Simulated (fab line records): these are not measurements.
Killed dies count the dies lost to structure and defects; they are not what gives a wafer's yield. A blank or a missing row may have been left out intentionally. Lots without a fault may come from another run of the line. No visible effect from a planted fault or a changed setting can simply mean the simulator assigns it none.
What tool caused it? | flow n5_finfet | Sampling: 24 lots, 72 wafers, 6 of 1938 route steps

== WHAT EACH GAUGE READ, for each wafer ==
N5_BEOL_M1_THK_MEAS_53: measures by xrf. Usual: M1_THK typically reads 40.2 nm, with standard deviation 1.9.
lot  | measured     | on            | M1_THK (nm)    | flag
L074 | day 6 09:46  | film_metro-02 | 37.7 38.6 39.5 |
L075 | day 6 18:52  | film_metro-02 | 38.8 42.5 40.6 |
L076 | day 6 22:26  | film_metro-02 | 37.8 38.7 41.1 |
L077 | day 7 14:44  | film_metro-02 | 40.9 41.2 42.5 |
L078 | day 7 16:41  | film_metro-02 | 38.1 39.6 42.6 |
L079 | day 7 18:18  | film_metro-02 | 40.6 39.4 42.2 |
L080 | day 8 00:22  | film_metro-01 | 38.7 40.2 38.8 |
L081 | day 8 04:28  | film_metro-02 | 41.6 42.0 42.4 |
L082 | day 8 09:01  | film_metro-02 | 42.7 38.9 39.1 |
L083 | day 8 22:46  | film_metro-01 | 39.9 40.6 38.2 |
L085 | day 9 01:40  | film_metro-02 | 39.8 40.8 43.0 |
L084 | day 9 07:34  | film_metro-02 | 38.4 38.0 38.9 |
L086 | day 9 09:44  | film_metro-01 | 37.9 40.2 39.7 |
L087 | day 9 15:28  | film_metro-01 | 39.6 43.5 40.0 |
L090 | day 10 08:38 | film_metro-01 | 41.6 42.7 41.2 |
L088 | day 10 10:46 | film_metro-02 | 41.3 41.6 44.3 |
L089 | day 10 13:20 | film_metro-01 | 38.2 40.9 41.8 |
L092 | day 10 21:25 | film_metro-01 | 38.4 38.8 40.2 |
L091 | day 11 04:26 | film_metro-01 | 39.5 40.6 40.5 |
L093 | day 11 12:53 | film_metro-02 | 40.2 37.5 42.4 |
L094 | day 11 12:55 | film_metro-02 | 39.3 41.4 42.4 |
L095 | day 11 19:40 | film_metro-01 | 39.7 38.2 41.5 |
L096 | day 12 01:05 | film_metro-02 | 38.9 35.5 38.0 |
L097 | day 12 08:48 | film_metro-02 | 40.1 38.9 40.5 |

N5_BEOL_M2_CD_MEAS_35: target cd 18 nm, target cd y 22.2 nm. Usual: cd_nm reads 17.9 nm (standard deviation 0.43).
lot  | measured     | on        | cd_nm (nm)     | flag
L074 | day 7 03:51  | cd_sem-03 | 17.0 17.6 18.0 |
L075 | day 7 07:20  | cd_sem-03 | 17.5 17.8 18.0 |
L076 | day 7 11:16  | cd_sem-02 | 17.7 18.0 17.4 |
L077 | day 7 21:19  | cd_sem-01 | 17.8 17.9 18.0 |
L078 | day 8 00:52  | cd_sem-01 | 17.4 17.7 17.2 |
L079 | day 8 05:38  | cd_sem-01 | 18.1 17.8 18.2 |
L080 | day 8 10:33  | cd_sem-01 | 17.8 17.8 17.5 |
L081 | day 8 18:31  | cd_sem-01 | 17.6 17.1 17.4 |
L082 | day 8 22:31  | cd_sem-02 | 18.7 17.5 18.4 |
L083 | day 9 09:18  | cd_sem-03 | 18.3 18.8 18.0 |
L085 | day 9 12:08  | cd_sem-02 | 18.5 17.9 17.7 |
L084 | day 9 14:55  | cd_sem-02 | 17.6 17.8 17.2 |
L086 | day 10 09:52 | cd_sem-03 | 18.1 17.3 17.5 |
L087 | day 10 14:24 | cd_sem-01 | 18.3 17.7 17.8 |
L090 | day 10 17:47 | cd_sem-03 | 18.6 18.2 18.2 |
L088 | day 10 17:48 | cd_sem-01 | 17.8 18.1 17.3 |
L089 | day 10 21:45 | cd_sem-02 | 17.1 17.6 16.9 |
L092 | day 11 03:32 | cd_sem-01 | 17.6 18.8 17.5 |
L091 | day 11 12:33 | cd_sem-01 | 17.6 18.2 18.0 |
L093 | day 11 18:34 | cd_sem-02 | 17.5 18.0 17.6 |
L094 | day 11 18:36 | cd_sem-01 | 18.9 18.7 18.4 |
L095 | day 12 12:27 | cd_sem-03 | 18.8 18.2 18.7 |
L096 | day 12 12:42 | cd_sem-03 | 17.9 18.5 17.8 |
L097 | day 12 17:30 | cd_sem-01 | 17.9 17.8 17.6 |

== TOOL THAT RAN EACH LOT (tool first, then ch and the chambers of the sampled wafers, then the start) ==
lot  | N5_BEOL_M1_ANNEAL_87         | N5_BEOL_M1_SPUTTER_90        | N5_BEOL_M1_SPUTTER_94        | N5_BEOL_M2_VIA_ETCH_34
L074 | pvd_sputter-02, day 6 07:58  | pvd_sputter-02, day 6 08:19  | pvd_sputter-02, day 6 08:46  | rie_diel-02 ch 0,2,3, day 7 03:27
L075 | pvd_sputter-01, day 6 17:04  | pvd_sputter-01, day 6 17:25  | pvd_sputter-01, day 6 17:52  | rie_diel-06 ch 0,1,3, day 7 06:55
L076 | pvd_sputter-02, day 6 20:38  | pvd_sputter-02, day 6 20:59  | pvd_sputter-02, day 6 21:26  | rie_diel-02 ch 0,1, day 7 10:52
L077 | pvd_sputter-03, day 7 12:53  | pvd_sputter-03, day 7 13:17  | pvd_sputter-03, day 7 13:43  | rie_diel-05 ch 2,3, day 7 20:53
L078 | pvd_sputter-02, day 7 14:25  | pvd_sputter-02, day 7 14:47  | pvd_sputter-02, day 7 15:13  | rie_diel-05 ch 1,2,3, day 8 00:26
L079 | pvd_sputter-01, day 7 16:29  | pvd_sputter-01, day 7 16:51  | pvd_sputter-01, day 7 17:17  | rie_diel-02 ch 1,3, day 8 05:13
L080 | pvd_sputter-01, day 7 22:33  | pvd_sputter-01, day 7 22:55  | pvd_sputter-01, day 7 23:21  | rie_diel-06 ch 0,1, day 8 10:02
L081 | pvd_sputter-01, day 8 02:39  | pvd_sputter-01, day 8 03:01  | pvd_sputter-01, day 8 03:27  | rie_diel-05 ch 0,3, day 8 18:01
L082 | pvd_sputter-01, day 8 07:13  | pvd_sputter-01, day 8 07:34  | pvd_sputter-01, day 8 08:01  | rie_diel-02 ch 0,2,3, day 8 22:01
L083 | pvd_sputter-03, day 8 20:52  | pvd_sputter-03, day 8 21:14  | pvd_sputter-03, day 8 21:40  | rie_diel-06 ch 2,3, day 9 08:53
L085 | pvd_sputter-03, day 8 23:51  | pvd_sputter-03, day 9 00:13  | pvd_sputter-03, day 9 00:39  | rie_diel-02 ch 1,2, day 9 11:43
L084 | pvd_sputter-03, day 9 05:45  | pvd_sputter-03, day 9 06:07  | pvd_sputter-03, day 9 06:33  | rie_diel-06 ch 0,1,3, day 9 14:30
L086 | pvd_sputter-02, day 9 07:55  | pvd_sputter-02, day 9 08:17  | pvd_sputter-02, day 9 08:43  | rie_diel-05 ch 0,3, day 10 09:26
L087 | pvd_sputter-03, day 9 13:31  | pvd_sputter-03, day 9 13:53  | pvd_sputter-03, day 9 14:19  | rie_diel-05 ch 0,2,3, day 10 13:59
L090 | pvd_sputter-02, day 10 06:32 | pvd_sputter-02, day 10 06:54 | pvd_sputter-02, day 10 07:20 | rie_diel-06 ch 0,2, day 10 17:22
L088 | pvd_sputter-02, day 10 08:35 | pvd_sputter-02, day 10 08:56 | pvd_sputter-02, day 10 09:23 | rie_diel-02 ch 0,1,3, day 10 17:23
L089 | pvd_sputter-03, day 10 11:29 | pvd_sputter-03, day 10 11:51 | pvd_sputter-03, day 10 12:17 | rie_diel-05 ch 0,2, day 10 21:20
L092 | pvd_sputter-01, day 10 19:05 | pvd_sputter-01, day 10 19:26 | pvd_sputter-01, day 10 19:53 | rie_diel-05 ch 1,2,3, day 11 03:07
L091 | pvd_sputter-01, day 11 02:22 | pvd_sputter-01, day 11 02:43 | pvd_sputter-01, day 11 03:10 | rie_diel-06 ch 0,1, day 11 12:08
L093 | pvd_sputter-01, day 11 10:58 | pvd_sputter-01, day 11 11:20 | pvd_sputter-01, day 11 11:46 | rie_diel-06 ch 1,2,3, day 11 18:09
L094 | pvd_sputter-02, day 11 10:59 | pvd_sputter-02, day 11 11:20 | pvd_sputter-02, day 11 11:47 | rie_diel-05 ch 1,2, day 11 18:11
L095 | pvd_sputter-01, day 11 17:35 | pvd_sputter-01, day 11 17:57 | pvd_sputter-01, day 11 18:23 | rie_diel-05 ch 1,2,3, day 12 12:02
L096 | pvd_sputter-01, day 11 23:17 | pvd_sputter-01, day 11 23:38 | pvd_sputter-01, day 12 00:05 | rie_diel-06 ch 0,1,2, day 12 12:18
L097 | pvd_sputter-03, day 12 07:00 | pvd_sputter-03, day 12 07:22 | pvd_sputter-03, day 12 07:48 | rie_diel-05 ch 0,1,2, day 12 17:06
- N5_BEOL_M1_ANNEAL_87: time 240 s.
- N5_BEOL_M1_SPUTTER_90: material Cu, target thk 4.5 nm, time 8.29 s.
- N5_BEOL_M1_SPUTTER_94: material Cu, target thk 4.5 nm, time 8.29 s.
- N5_BEOL_M2_VIA_ETCH_34: etches the open film in C4F6/O2, target depth 69.4 nm, time 65.9 s.

== AS READ BY THE TOOLS THEMSELVES (means over the sampled wafers that have a number; for cases with no such wafer, the mark the record gives instead) ==
N5_BEOL_M1_ANNEAL_87. Usual: heater_power_w 823 W, standard deviation 90; susceptor_temp_C 399.98 C, standard deviation 0.19.
lot  | tool           | heater_power_w (W) | susceptor_temp_C (C) | flag
L074 | pvd_sputter-02 | 781                | 399.97               |
L075 | pvd_sputter-01 | 750                | 399.98               |
L076 | pvd_sputter-02 | 828                | 400.09               |
L077 | pvd_sputter-03 | 852                | 399.92               |
L078 | pvd_sputter-02 | 800                | 399.87               |
L079 | pvd_sputter-01 | 753                | 400.07               |
L080 | pvd_sputter-01 | 917                | 399.86               |
L081 | pvd_sputter-01 | 858                | 400.24               |
L082 | pvd_sputter-01 | 853                | 400.17               |
L083 | pvd_sputter-03 | 821                | 399.98               |
L085 | pvd_sputter-03 | 825                | 400.09               |
L084 | pvd_sputter-03 | 812                | 399.94               |
L086 | pvd_sputter-02 | 778                | 400.13               |
L087 | pvd_sputter-03 | 855                | 400.02               |
L090 | pvd_sputter-02 | 761                | 399.96               |
L088 | pvd_sputter-02 | 755                | 399.80               |
L089 | pvd_sputter-03 | 864                | 399.92               |
L092 | pvd_sputter-01 | 772                | 399.93               |
L091 | pvd_sputter-01 | 786                | 399.81               |
L093 | pvd_sputter-01 | 774                | 399.95               |
L094 | pvd_sputter-02 | 734                | 399.80               |
L095 | pvd_sputter-01 | 850                | 400.15               |
L096 | pvd_sputter-01 | 925                | 400.07               |
L097 | pvd_sputter-03 | 852                | 399.91               |

N5_BEOL_M1_SPUTTER_90. Usual: susceptor_temp_C -20.02 C, standard deviation 0.11; throttle_valve_pct 30.0 %, standard deviation 0.79.
lot  | tool           | susceptor_temp_C (C) | throttle_valve_pct (%) | flag
L074 | pvd_sputter-02 | -19.92               | 29.8                   |
L075 | pvd_sputter-01 | -20.05               | 30.9                   |
L076 | pvd_sputter-02 | -19.90               | 30.0                   |
L077 | pvd_sputter-03 | -20.03               | 30.0                   |
L078 | pvd_sputter-02 | -20.07               | 29.9                   |
L079 | pvd_sputter-01 | -19.92               | 30.6                   |
L080 | pvd_sputter-01 | -20.00               | 30.0                   |
L081 | pvd_sputter-01 | -20.04               | 30.2                   |
L082 | pvd_sputter-01 | -20.04               | 30.1                   |
L083 | pvd_sputter-03 | -19.86               | 30.2                   |
L085 | pvd_sputter-03 | -20.08               | 30.3                   |
L084 | pvd_sputter-03 | -20.03               | 30.2                   |
L086 | pvd_sputter-02 | -19.93               | 28.9                   |
L087 | pvd_sputter-03 | -20.01               | 30.2                   |
L090 | pvd_sputter-02 | -20.01               | 30.4                   |
L088 | pvd_sputter-02 | -20.03               | 29.7                   |
L089 | pvd_sputter-03 | -20.00               | 30.2                   |
L092 | pvd_sputter-01 | -20.00               | 30.1                   |
L091 | pvd_sputter-01 | -19.92               | 30.0                   |
L093 | pvd_sputter-01 | -20.12               | 29.9                   |
L094 | pvd_sputter-02 | -20.03               | 29.5                   |
L095 | pvd_sputter-01 | -20.09               | 30.1                   |
L096 | pvd_sputter-01 | -19.96               | 30.1                   |
L097 | pvd_sputter-03 | -20.07               | 30.0                   |

N5_BEOL_M1_SPUTTER_94. Usual: susceptor_temp_C -20.01 C, standard deviation 0.1; throttle_valve_pct 30.0 %, standard deviation 0.81.
lot  | tool           | susceptor_temp_C (C) | throttle_valve_pct (%) | flag
L074 | pvd_sputter-02 | -20.01               | 29.7                   |
L075 | pvd_sputter-01 | -20.01               | 31.0                   |
L076 | pvd_sputter-02 | -19.99               | 30.1                   |
L077 | pvd_sputter-03 | -19.93               | 30.0                   |
L078 | pvd_sputter-02 | -19.99               | 30.0                   |
L079 | pvd_sputter-01 | -20.00               | 30.7                   |
L080 | pvd_sputter-01 | -20.06               | 30.1                   |
L081 | pvd_sputter-01 | -19.98               | 30.0                   |
L082 | pvd_sputter-01 | -19.98               | 30.1                   |
L083 | pvd_sputter-03 | -20.12               | 30.2                   |
L085 | pvd_sputter-03 | -19.98               | 30.2                   |
L084 | pvd_sputter-03 | -19.97               | 30.1                   |
L086 | pvd_sputter-02 | -20.02               | 28.9                   |
L087 | pvd_sputter-03 | -20.01               | 30.2                   |
L090 | pvd_sputter-02 | -20.02               | 30.5                   |
L088 | pvd_sputter-02 | -20.14               | 29.7                   |
L089 | pvd_sputter-03 | -20.02               | 30.2                   |
L092 | pvd_sputter-01 | -19.90               | 30.2                   |
L091 | pvd_sputter-01 | -20.04               | 29.8                   |
L093 | pvd_sputter-01 | -19.94               | 29.9                   |
L094 | pvd_sputter-02 | -20.02               | 29.6                   |
L095 | pvd_sputter-01 | -20.18               | 30.3                   |
L096 | pvd_sputter-01 | -19.99               | 30.2                   |
L097 | pvd_sputter-03 | -19.96               | 30.4                   |

N5_BEOL_M2_VIA_ETCH_34. Usual: drypump_motor_current_A 5.7 A, standard deviation 0.53; oes_product_au 0.83 a.u., standard deviation 0.083; rf_vpp_V 665 V, standard deviation 15; showerhead_plenum_p_Torr 2.85 Torr, standard deviation 0.1; throttle_valve_pct 30.61 %, standard deviation 0.29.
lot  | tool        | drypump_motor_current_A (A) | oes_product_au (a.u.) | rf_vpp_V (V) | showerhead_plenum_p_Torr (Torr) | throttle_valve_pct (%) | flag
L074 | rie_diel-02 | 5.6                         | 0.77                  | 657          | 2.87                            | 30.45                  |
L075 | rie_diel-06 | 5.4                         | 0.76                  | 659          | 2.82                            | 30.72                  |
L076 | rie_diel-02 | 5.4                         | 0.77                  | 671          | 2.86                            | 30.67                  |
L077 | rie_diel-05 | 6.0                         | 0.91                  | 676          | 2.85                            | 30.87                  |
L078 | rie_diel-05 | 5.8                         | 0.83                  | 663          | 2.87                            | 30.85                  |
L079 | rie_diel-02 | 5.7                         | 0.73                  | 666          | 2.84                            | 30.74                  |
L080 | rie_diel-06 | 5.1                         | 0.80                  | 665          | 2.80                            | 30.70                  |
L081 | rie_diel-05 | 5.5                         | 0.83                  | 667          | 2.75                            | 30.60                  |
L082 | rie_diel-02 | 5.6                         | 0.75                  | 656          | 2.87                            | 30.46                  |
L083 | rie_diel-06 | 5.9                         | 0.96                  | 669          | 2.85                            | 30.20                  |
L085 | rie_diel-02 | 5.1                         | 0.75                  | 675          | 2.89                            | 30.54                  |
L084 | rie_diel-06 | 5.3                         | 0.82                  | 659          | 2.81                            | 30.60                  |
L086 | rie_diel-05 | 5.6                         | 0.85                  | 673          | 2.75                            | 30.77                  |
L087 | rie_diel-05 | 5.9                         | 0.84                  | 671          | 2.83                            | 30.74                  |
L090 | rie_diel-06 | 5.3                         | 0.84                  | 682          | 2.82                            | 30.43                  |
L088 | rie_diel-02 | 5.7                         | 0.72                  | 660          | 2.83                            | 30.69                  |
L089 | rie_diel-05 | 6.2                         | 0.83                  | 670          | 2.92                            | 30.71                  |
L092 | rie_diel-05 | 5.9                         | 0.91                  | 663          | 2.86                            | 30.82                  |
L091 | rie_diel-06 | 5.0                         | 0.86                  | 665          | 2.79                            | 30.44                  |
L093 | rie_diel-06 | 5.9                         | 0.89                  | 660          | 2.89                            | 30.40                  |
L094 | rie_diel-05 | 5.8                         | 0.93                  | 651          | 2.87                            | 30.73                  |
L095 | rie_diel-05 | 5.9                         | 0.88                  | 663          | 2.85                            | 30.82                  |
L096 | rie_diel-06 | 5.6                         | 0.87                  | 666          | 2.87                            | 30.53                  |
L097 | rie_diel-05 | 5.8                         | 0.84                  | 658          | 2.84                            | 30.66                  |

== THE ANSWER, worked out from the rows above alone ==
Rule: a lot counts as off when the mean over its wafers that have a number is more than 3 standard deviations away from the usual mean. Also off: a lot with no number at a reading for which 4 or more lots have one. Any other lot the step has rows for is counted as sound. The gauges are gone through in route order, then the tools' own readings, and for those a lot's mean is taken as printed above. At the first step where some lot is off, the reading lying furthest off is the one used; lots without a number count as furthest.
No lot is off at any reading shown: from this, nothing can be told.

== WHAT THE SIMULATOR PUT IN ==
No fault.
